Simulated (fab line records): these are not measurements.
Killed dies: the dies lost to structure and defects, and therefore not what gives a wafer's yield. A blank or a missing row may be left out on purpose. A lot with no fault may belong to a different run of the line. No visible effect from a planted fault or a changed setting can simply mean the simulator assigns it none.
fab line records	flow n5Finfet
[record] lots = 10	wafers = 30	lastDay = 18
route steps=1938 shown HKMG_FIN@447 GATE_CUT@466 BEOL_M4@1111
lots with no fault: from the same line, run without faults
startH: hours from the record's first day to the start of the lot's first wafer shown	waitH: hours from the lot's prior step to this one	" repeats the value in the row above	L1.1+2: a row that stands for several wafers	- value missing, or start not given	* or withheld: withheld	< > ~ a bound
route shown NAME@n: NAME is a module with steps in the file, n the number in the route of the first one	usual: average and standard deviation across the fault-free wafers	same: alike in all rows	chamber/n: place in a boat	sites: the reading at each site	_std_site: the standard deviation of these	_edge_site: outer sites' mean less inner sites'	radiusMm: for every site, how far away it sits from the centre of the wafer	mask NAME#n: copy n	behind: tool/chamber where the wafer was last shaped	hold: why the lot was held/for how many hours/how that ended	device: which transistor (n, p or np) failed to switch	end of line: the route-end tests of the same wafers	for a step that has no rows: nothing shown but its recipe	killed: dies lost to structure and defects at the first sort, not the wafer's yield	map: a wafer's dies, x killed, . not, _ none there
set.NAME: the setting that was run; set.NAME@STEP: the one run at that earlier step	model.NAME: the simulator's own value behind a step, which no gauge read
a sample of lots followed through the steps of the route, with each step as a table and each wafer as a row
services: from which hour (startH, from the record's first day; less than 0 if before it) a tool's chamber was out of use, for how many hours, and why
[[steps]]
[step N5_HKMG_FIN_STRIP_88]
[recipe] chemistry = N2/H2	powerW = 2500	tempC = 300	h2Frac = 0.65	timeS = 360	pressureMtorr = withheld	n2FlowSccm = 1750	h2FlowSccm = 3250
[usual] drypumpMotorCurrentA = 5.4/0.47	h2FlowSccm = 3252/8.7	heaterPowerW = 469/32
lot.wafer	tool	chamber	startH	waitH	drypumpMotorCurrentA	h2FlowSccm	heaterPowerW	rfHoursCounterH
L947.1	plasmaAsher-01	1	80.27	0.0	6.0	3244	506	39
L947.5	"	1	"	"	6.0	3256	494	-
L947.6	"	0	"	"	4.9	3236	453	-
L951.2	plasmaAsher-01	1	104.43	0.0	6.0	3240	495	44
L951.3	"	0	"	"	5.0	3253	450	-
L951.4	"	1	"	"	6.0	3256	496	-
L952.1	plasmaAsher-02	0	113.18	0.0	5.7	3252	418	92
L952.3	"	1	"	"	5.0	3242	494	-
L952.5	"	1	"	"	5.0	3241	479	-
L953.1	plasmaAsher-01	0	120.20	0.0	4.9	3245	457	47
L953.4	"	1	"	"	6.0	3255	495	-
L953.6	"	1	"	"	6.0	3251	506	-
L961.1	plasmaAsher-01	0	168.56	0.0	4.9	3241	465	57
L961.2	"	1	"	"	6.0	3243	499	57
L961.4	"	1	"	"	6.0	3248	499	-
L964.1	plasmaAsher-01	1	184.76	0.0	6.0	3256	511	60
L964.2	"	0	"	"	4.9	3251	445	60
L964.3	"	1	"	"	6.0	3252	509	-
L965.3	plasmaAsher-02	1	193.27	0.1	5.0	3237	488	-
L965.4	"	0	"	"	5.7	3255	406	-
L965.6	"	0	"	"	5.7	3260	432	-
L966.1	plasmaAsher-01	0	196.08	0.0	4.9	3254	459	62
L966.4	"	0	"	"	4.9	3258	461	-
L966.6	"	0	"	"	4.9	3266	458	-
L967.2	plasmaAsher-02	1	202.94	0.0	5.0	3257	490	110
L967.3	"	1	"	"	5.0	3244	470	-
L967.6	"	0	"	"	5.7	3270	422	-
L969.1	plasmaAsher-02	1	215.86	0.0	5.0	3246	500	112
L969.4	"	1	"	"	5.0	3257	483	-
L969.6	"	0	"	"	5.7	3251	419	-
[step N5_GATE_CUT_ETCH_56]
[recipe] chemistry = Cl2/Ar	target = TiN	targetDepthA = 216	pressureMtorr = 10	icpW = 600	biasW = 60	Cl2_flow_sccm = 40	Ar_flow_sccm = 60
[usual] drypumpMotorCurrentA = 5.7/0.34	oesProductAu = 0.76/0.12	throttleValvePct = 20.91/0.18
lot.wafer	tool	chamber	startH	waitH	drypumpMotorCurrentA	oesProductAu	rfHoursCounterH	throttleValvePct
L947.1	rieMetal-02	1	83.49	0.2	5.7	0.59	135	21.14
L947.5	"	1	"	"	5.7	0.59	-	21.15
L947.6	"	1	"	"	5.7	0.58	-	21.18
L951.2	rieMetal-01	1	107.54	0.2	6.2	0.65	-	20.78
L951.3	"	1	"	"	6.2	0.65	-	20.78
L951.4	"	1	"	"	6.2	0.65	-	20.81
L952.1	rieMetal-01	1	116.46	0.2	6.2	0.64	97	20.79
L952.3	"	1	"	"	6.2	0.65	-	20.78
L952.5	"	1	"	"	6.2	0.65	-	20.78
L953.1	rieMetal-03	0	123.49	0.1	5.5	0.76	52	21.03
L953.4	"	0	"	"	5.5	0.77	-	21.03
L953.6	"	0	"	"	5.4	0.77	-	21.02
L961.1	rieMetal-01	0	171.83	0.1	6.1	0.93	3	20.65
L961.2	"	1	"	"	6.3	0.63	103	20.78
L961.4	"	1	"	"	6.3	0.64	-	20.80
L964.1	rieMetal-03	1	187.77	0.1	5.6	0.89	8	20.74
L964.2	"	0	"	"	5.5	0.76	57	21.02
L964.3	"	1	"	"	5.6	0.89	-	20.75
L965.3	rieMetal-01	1	196.28	0.1	6.3	0.64	-	20.78
L965.4	"	0	"	"	6.1	0.92	-	20.67
L965.6	"	0	"	"	6.1	0.92	-	20.66
L966.1	rieMetal-01	0	199.12	0.1	6.1	0.91	5	20.68
L966.4	"	1	"	"	6.2	0.62	-	20.78
L966.6	"	1	"	"	6.2	0.63	-	20.81
L967.2	rieMetal-03	0	205.91	0.1	5.5	0.75	58	21.02
L967.3	"	1	"	"	5.6	0.87	-	20.77
L967.6	"	1	"	"	5.6	0.88	-	20.75
L969.1	rieMetal-01	1	218.83	0.1	6.2	0.63	107	20.82
L969.4	"	0	"	"	6.1	0.90	-	20.64
L969.6	"	0	"	"	6.1	0.91	-	20.65
[step N5_GATE_CUT_VAPOR_ETCH_48]
[recipe] chemistry = BCl3/Cl2	target = TiN	mode = isotropic
[usual] drypumpMotorCurrentA = 5.8/0.35	oesProductAu = 0.80/0.12
lot.wafer	tool	chamber	startH	waitH	drypumpMotorCurrentA	oesProductAu
L947.1	rieMetal-03	0	88.33	0.1	5.4	0.77
L947.5	"	0	"	"	5.5	0.77
L947.6	"	0	"	"	5.5	0.78
L951.2	rieMetal-03	1	111.78	0.0	5.6	0.93
L951.3	"	0	"	"	5.5	0.76
L951.4	"	1	"	"	5.6	0.94
L952.1	rieMetal-01	1	120.91	0.1	6.2	0.65
L952.3	"	1	"	"	6.2	0.64
L952.5	"	1	"	"	6.2	0.66
L953.1	rieMetal-01	1	127.92	0.1	6.2	0.64
L953.4	"	1	"	"	6.2	0.64
L953.6	"	1	"	"	6.3	0.64
L961.1	rieMetal-03	1	176.08	0.0	5.6	0.90
L961.2	"	0	"	"	5.5	0.76
L961.4	"	0	"	"	5.5	0.77
L964.1	rieMetal-01	0	192.94	0.0	6.1	0.92
L964.2	"	1	"	"	6.2	0.64
L964.3	"	1	"	"	6.2	0.63
L965.3	rieMetal-01	1	200.51	0.0	6.2	0.63
L965.4	"	0	"	"	6.1	0.90
L965.6	"	0	"	"	6.1	0.90
L966.1	rieMetal-01	0	203.23	0.0	6.1	0.92
L966.4	"	1	"	"	6.3	0.64
L966.6	"	1	"	"	6.2	0.63
L967.2	rieMetal-03	0	210.03	0.0	5.4	0.75
L967.3	"	0	"	"	5.5	0.75
L967.6	"	0	"	"	5.5	0.76
L969.1	rieMetal-01	1	223.08	0.0	6.2	0.63
L969.4	"	0	"	"	6.1	0.90
L969.6	"	1	"	"	6.3	0.63
[step N5_GATE_CUT_STRIP_29]
[recipe] chemistry = postEtchResidueRemover	timeS = 60	tempC = 25	removerPh = withheld	removerWaterWtPct = withheld	removerFluorideWtPct = withheld
[usual] runLengthS = 67.2/1.9	tempC = 25.00/0.11
lot.wafer	tool	chamber	startH	waitH	runLengthS	tempC
L947.1	wetBench-06	3	88.62	0.1	67.1	24.97
L947.5	"	7	"	"	65.8	24.96
L947.6	"	4	"	"	65.4	24.97
L951.2	wetBench-06	5	111.98	0.1	-	-
L951.3	"	1	"	"	-	-
L951.4	"	2	"	"	-	-
L952.1	wetBench-03	0	121.20	0.1	-	-
L952.3	"	1	"	"	-	-
L952.5	"	2	"	"	-	-
L953.1	wetBench-03	5	128.21	0.1	-	-
L953.4	"	1	"	"	-	-
L953.6	"	0	"	"	-	-
L961.1	wetBench-01	3	176.27	0.1	66.8	24.93
L961.2	"	2	"	"	66.9	25.08
L961.4	"	1	"	"	68.1	24.82
L964.1	wetBench-06	5	193.14	0.1	65.7	24.92
L964.2	"	1	"	"	64.6	24.89
L964.3	"	0	"	"	65.9	24.99
L965.3	wetBench-03	4	200.70	0.0	67.2	24.87
L965.4	"	1	"	"	68.5	24.93
L965.6	"	0	"	"	66.8	25.22
L966.1	wetBench-06	2	203.43	0.1	66.2	25.11
L966.4	"	5	"	"	65.8	24.93
L966.6	"	6	"	"	67.9	24.83
L967.2	wetBench-03	1	210.23	0.1	67.7	24.99
L967.3	"	7	"	"	66.4	25.07
L967.6	"	6	"	"	65.8	25.08
L969.1	wetBench-01	7	223.28	0.1	65.2	25.08
L969.4	"	2	"	"	68.4	25.13
L969.6	"	6	"	"	67.2	25.11
[step N5_BEOL_M4_RC_MEAS_101]
[usual] DIBL_N = 36.3/1.6	DIBL_P = 36.5/1.6	IOFF_N = 0.163/0.026	IOFF_P = 0.22/0.033	ION_N = 676/9.9	ION_P = 464/6.5	SS_N = 71.5/0.5	SS_P = 73.3/0.64	VT_N = 249.3/2.9	VT_P = -250/3.2
lot.wafer	tool	chamber	startH	waitH	DIBL_N[mV/V]	DIBL_P[mV/V]	IOFF_N[nA/um]	IOFF_P[nA/um]	ION_N[uA/um]	ION_P[uA/um]	SS_N[mV/dec]	SS_P[mV/dec]	VT_N[mV]	VT_P[mV]
L947.1	prober-01	0	193.13	0.0	37.5	36.8	0.167	0.23	666	457	71.6	74.2	248.8	-249
L947.5	"	0	"	"	38.1	38.0	0.175	0.25	671	462	71.3	73.7	248.0	-244
L947.6	"	0	"	"	38.2	38.0	0.187	0.26	680	468	72.5	74.3	248.9	-246
L951.2	prober-02	0	208.37	0.2	36.9	37.9	0.179	0.22	673	463	71.6	74.8	245.1	-251
L951.3	"	0	"	"	37.0	38.1	0.182	0.22	688	466	71.7	73.9	246.4	-250
L951.4	"	0	"	"	35.6	36.5	0.160	0.20	697	464	70.8	74.3	248.8	-253
L952.1	prober-01	0	215.01	0.0	35.5	36.1	0.146	0.20	666	453	71.3	73.2	252.9	-253
L952.3	"	0	"	"	38.1	38.4	0.192	0.24	687	462	71.6	73.6	246.5	-249
L952.5	"	0	"	"	35.7	36.6	0.154	0.21	680	468	70.6	73.5	246.8	-251
L953.1	prober-01	0	224.87	0.3	39.4	38.9	0.212	0.32	686	472	71.8	74.2	244.7	-242
L953.4	"	0	"	"	35.7	35.8	0.142	0.25	662	470	70.8	73.1	251.3	-244
L953.6	"	0	"	"	37.3	36.8	0.167	0.27	666	473	72.1	73.3	248.1	-246
L961.1	prober-02	0	266.32	0.0	33.4	33.8	0.116	0.16	656	456	70.8	72.8	254.8	-256
L961.2	"	0	"	"	36.1	36.6	0.158	0.20	679	457	71.7	73.6	248.3	-253
L961.4	"	0	"	"	36.3	36.6	0.153	0.19	669	459	71.2	73.0	251.0	-253
L964.1	prober-01	0	282.61	0.0	37.5	35.8	0.166	0.21	678	463	71.2	73.0	249.6	-249
L964.2	"	0	"	"	35.4	34.7	0.140	0.20	668	462	71.3	72.8	248.2	-251
L964.3	"	0	"	"	36.4	35.1	0.143	0.20	668	460	71.1	72.6	247.9	-252
L966.1	prober-01	0	304.18	0.0	38.4	42.3	0.213	0.29	685	470	72.8	74.2	246.6	-245
L966.4	"	0	"	"	35.0	37.9	0.145	0.21	680	470	70.8	72.1	248.1	-250
L966.6	"	0	"	"	35.9	38.6	0.164	0.23	682	471	71.5	72.9	250.8	-249
L965.3	prober-01	0	307.48	0.3	33.9	34.1	0.123	0.21	676	477	71.4	72.4	255.8	-246
L965.4	"	0	"	"	34.3	34.0	0.123	0.20	665	459	71.0	73.1	254.4	-248
L965.6	"	0	"	"	34.3	33.9	0.128	0.21	663	467	71.2	72.2	256.5	-247
L967.2	prober-01	0	309.38	0.2	35.9	35.8	0.146	0.20	667	459	71.0	73.1	253.6	-251
L967.3	"	0	"	"	35.8	36.3	0.143	0.20	671	467	71.2	73.1	250.4	-253
L967.6	"	0	"	"	35.9	36.1	0.152	0.20	675	462	71.4	72.5	251.3	-254
L969.1	prober-01	0	320.48	0.0	36.3	35.8	0.173	0.24	681	463	71.5	73.2	246.1	-246
L969.4	"	0	"	"	36.5	35.5	0.165	0.23	671	462	72.0	74.0	247.7	-246
L969.6	"	0	"	"	38.5	39.0	0.217	0.30	696	473	72.0	74.1	243.8	-245
[[services]]
tool	chamber	startH	hours	kind
rieMetal-03	1	69.07	-	clean
rieMetal-03	1	69.07	20.5	scheduledDown
rieMetal-03	1	69.07	20.5	ventCycle
wetBench-06	-	77.45	4.2	repair
rieMetal-02	0	81.29	16.5	repair
rieMetal-01	0	103.51	-	clean
rieMetal-01	0	103.51	27.0	scheduledDown
rieMetal-01	0	103.51	27.0	ventCycle
rieMetal-02	-	108.99	2.8	pm
wetBench-03	-	111.25	1.9	pm
wetBench-06	-	131.00	1.9	repair
wetBench-01	-	136.52	1.8	repair
rieMetal-02	1	145.23	-	clean
rieMetal-02	1	145.23	16.0	scheduledDown
rieMetal-02	1	145.23	16.0	ventCycle
plasmaAsher-02	-	160.82	2.8	pm
wetBench-01	-	202.91	1.0	repair
[[key]]
[firstSign] step = N5_GATE_CUT_STRIP_29	reading = toolRecord	direction = missing
effect none on later readings
metAt N5_GATE_CUT_STRIP_29
struckLots L951,L952,L953
notActingAt N5_HKMG_FIN_STRIP_88,N5_GATE_CUT_ETCH_56,N5_GATE_CUT_VAPOR_ETCH_48
onsetBetween 88.62 111.98
[fault] kind = skippedStepWhole	tool = wetBench-03,wetBench-06	chamber = -	onsetH = 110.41	steps = N5_GATE_CUT_STRIP_29	scope = struckLotsOnly
